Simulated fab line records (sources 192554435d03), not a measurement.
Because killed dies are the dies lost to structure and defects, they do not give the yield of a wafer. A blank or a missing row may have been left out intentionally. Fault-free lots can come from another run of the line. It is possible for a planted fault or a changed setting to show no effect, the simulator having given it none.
Which tool is to blame?    flow n5Finfet    10 lots with 29 wafers sampled at 5 steps, on a route of 1938 steps

== WHAT EACH GAUGE READ, for each wafer ==
N5_BEOL_M4_RC_MEAS_101.
lot   measured      on         DIBL_N (mV/V)
L250  day 9 03:11   prober-02  36.0 37.3 34.0
L256  day 10 06:03  prober-01  36.7 35.2 36.3
L257  day 10 15:05  prober-02  37.7 37.1 33.0
L261  day 11 18:03  prober-01  38.7 36.9 39.0
L262  day 12 15:23  prober-01  36.3 37.1 34.0
L263  day 12 23:53  prober-02  32.7 35.0 34.2
L269  day 13 22:59  prober-01  33.9 34.4
L270  day 14 07:13  prober-02  36.8 36.6 33.1
L271  day 14 14:57  prober-02  32.3 33.8 34.3
L272  day 14 16:37  prober-01  36.8 36.1 36.7

== TOOL THAT RAN EACH LOT (tool first, then ch and the chambers of the sampled wafers, then the start) ==
lot   N5_BEOL_M4_STRIP_97                           N5_BEOL_M4_ALD_84                   N5_BEOL_M4_ANNEAL_49         N5_BEOL_M4_SPUTTER_79
L250  rieDiel-04 ch 1,3, day 8 22:10 or earlier     aldMetal-01 ch 0,2, day 8 22:10     pvdSputter-01, day 9 00:25   pvdSputter-01, day 9 00:33
L256  rieDiel-02 ch 0,1, day 10 02:13 or earlier    aldMetal-04 ch 0,2, day 10 02:13    pvdSputter-01, day 10 02:49  pvdSputter-01, day 10 02:57
L257  rieDiel-04 ch 1,2,3, day 10 11:10 or earlier  aldMetal-04 ch 0,1,3, day 10 11:10  pvdSputter-01, day 10 12:11  pvdSputter-01, day 10 12:19
L261  rieDiel-03 ch 0,1,2, day 11 14:41 or earlier  aldMetal-01 ch 1,2,3, day 11 14:41  pvdSputter-03, day 11 15:17  pvdSputter-03, day 11 15:25
L262  rieDiel-02 ch 1,2,3, day 12 10:20 or earlier  aldMetal-04 ch 0,1, day 12 10:20    pvdSputter-03, day 12 12:23  pvdSputter-03, day 12 12:32
L263  rieDiel-03 ch 1,2,3, day 12 20:16 or earlier  aldMetal-03 ch 1,2,3, day 12 20:16  pvdSputter-02, day 12 20:54  pvdSputter-02, day 12 21:02
L269  rieDiel-03 ch 2,3, day 13 19:12 or earlier    aldMetal-04 ch 0,1, day 13 19:12    pvdSputter-01, day 13 19:43  pvdSputter-01, day 13 19:51
L270  rieDiel-04 ch 0,1,3, day 14 01:43 or earlier  aldMetal-04 ch 1,2, day 14 01:43    pvdSputter-03, day 14 04:06  pvdSputter-03, day 14 04:14
L271  rieDiel-03 ch 0,1, day 14 11:19 or earlier    aldMetal-04 ch 0,2, day 14 11:19    pvdSputter-03, day 14 11:55  pvdSputter-03, day 14 12:03
L272  rieDiel-02 ch 0,1,2, day 14 11:28 or earlier  aldMetal-03 ch 1,3, day 14 11:28    pvdSputter-01, day 14 13:43  pvdSputter-01, day 14 13:51
- N5_BEOL_M4_STRIP_97: strips in N2/H2, time 10 s.
- N5_BEOL_M4_ALD_84: deposits TaN, pulse time 2 s, purge time 3 s, co reactant purge time 2 s.
- N5_BEOL_M4_ANNEAL_49: time 240 s.
- N5_BEOL_M4_SPUTTER_79: material Cu, target thk 4.5 nm, time 8.29 s.

== THE ANSWER, worked out from the rows above alone ==
Rule: usual is defined by the lots themselves. Put in order of their means at a reading, lots are off if they are a third of the lots or fewer, leave a main group of 4 or more, and stand apart from it by a gap of 3 or more times the standard deviation of the main group's means; of several such gaps the widest counts. If all means in a main group match to the digits the tables above print for the reading, that group is not used. Also off: a lot with no number at a reading for which 4 or more lots have one. All remaining lots with rows at the step are treated as sound.
Nothing can be told from this: no lot is off at any reading shown.

== WHAT THE SIMULATOR HAD INSERTED ==
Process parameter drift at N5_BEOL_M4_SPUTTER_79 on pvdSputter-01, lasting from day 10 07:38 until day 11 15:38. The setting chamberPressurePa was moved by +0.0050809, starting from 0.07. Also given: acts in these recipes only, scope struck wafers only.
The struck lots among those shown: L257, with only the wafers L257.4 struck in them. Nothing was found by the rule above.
